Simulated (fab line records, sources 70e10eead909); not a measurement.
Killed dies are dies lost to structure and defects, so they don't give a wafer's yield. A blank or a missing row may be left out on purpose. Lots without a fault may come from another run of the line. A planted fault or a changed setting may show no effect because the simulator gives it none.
Chamber matching | flow nand_harc | NHARC_A_STAIRCASE_ETCH_313 on rie_diel-04: 4 sister chambers
The step etches the open film in CF4/CHF3. 16 wafers are shown with their chamber, then 8 later ones without.

WAFERS WITH THEIR CHAMBER
wafer  | chamber | showerhead_plenum_p_Torr (Torr) | drypump_motor_current_A (A) | rf_vpp_V (V)
L074.3 | 1       | 1.58                            | 4.9                         | 370.3
L074.4 | 3       | 1.51                            | 5.2                         | 368.4
L074.5 | 1       | 1.58                            | 4.9                         | 370.7
L076.2 | 3       | 1.51                            | 5.3                         | 370.1
L076.4 | 1       | 1.58                            | 5.0                         | 369.7
L076.6 | 2       | 1.56                            | 5.9                         | 370.7
L078.3 | 3       | 1.51                            | 5.2                         | 366.9
L078.4 | 0       | 1.57                            | 5.6                         | 369.9
L078.6 | 1       | 1.58                            | 4.9                         | 371.0
L081.4 | 2       | 1.56                            | 5.9                         | 370.2
L081.5 | 2       | 1.56                            | 5.8                         | 370.0
L081.6 | 1       | 1.57                            | 4.9                         | 369.6
L082.1 | 1       | 1.57                            | 5.0                         | 371.2
L082.2 | 3       | 1.50                            | 5.3                         | 367.4
L082.4 | 0       | 1.57                            | 5.6                         | 370.9
L084.1 | 3       | 1.50                            | 5.2                         | 369.2

SIGNATURES (means of the wafers above)
reading                  | chamber 0 | chamber 1 | chamber 2 | chamber 3 | scatter within a chamber
showerhead_plenum_p_Torr | 1.5700    | 1.5767    | 1.5600    | 1.5060    | 0.00459
drypump_motor_current_A  | 5.600     | 4.933     | 5.867     | 5.240     | 0.0516
rf_vpp_V                 | 370.400   | 370.417   | 370.300   | 368.400   | 0.902
Rule: a wafer's distance from a chamber is the root of the sum, over the readings, of the square of ((its reading less the chamber's mean) divided by the reading's scatter). The wafer belongs to the nearest chamber; if the next one is less than 2 further off, it can't be placed. The scatter: the root of (the sum of the squares of (reading less its chamber's mean) over the shown wafers, divided by (wafers less chambers)).

WAFERS WITHOUT THEIR CHAMBER
wafer  | showerhead_plenum_p_Torr (Torr) | drypump_motor_current_A (A) | rf_vpp_V (V)
L084.4 | 1.57                            | 5.6                         | 369.8
L084.5 | 1.55                            | 5.9                         | 370.5
L095.1 | 1.56                            | 5.6                         | 370.5
L095.2 | 1.50                            | 5.3                         | 367.2
L095.4 | 1.55                            | 5.8                         | 369.8
L096.1 | 1.56                            | 4.9                         | 370.0
L096.3 | 1.56                            | 5.6                         | 370.1
L096.5 | 1.55                            | 5.8                         | 369.9

WHICH CHAMBER EACH WENT THROUGH
wafer  | from the rows above | in truth
L084.4 | 0                   | 0
L084.5 | 2                   | 2
L095.1 | 0                   | 0
L095.2 | 3                   | 3
L095.4 | 2                   | 2
L096.1 | 1                   | 1
L096.3 | 0                   | 0
L096.5 | 2                   | 2
Placed correctly: 8 of 8. Can't be placed from these rows: 0. Placed wrongly: 0.
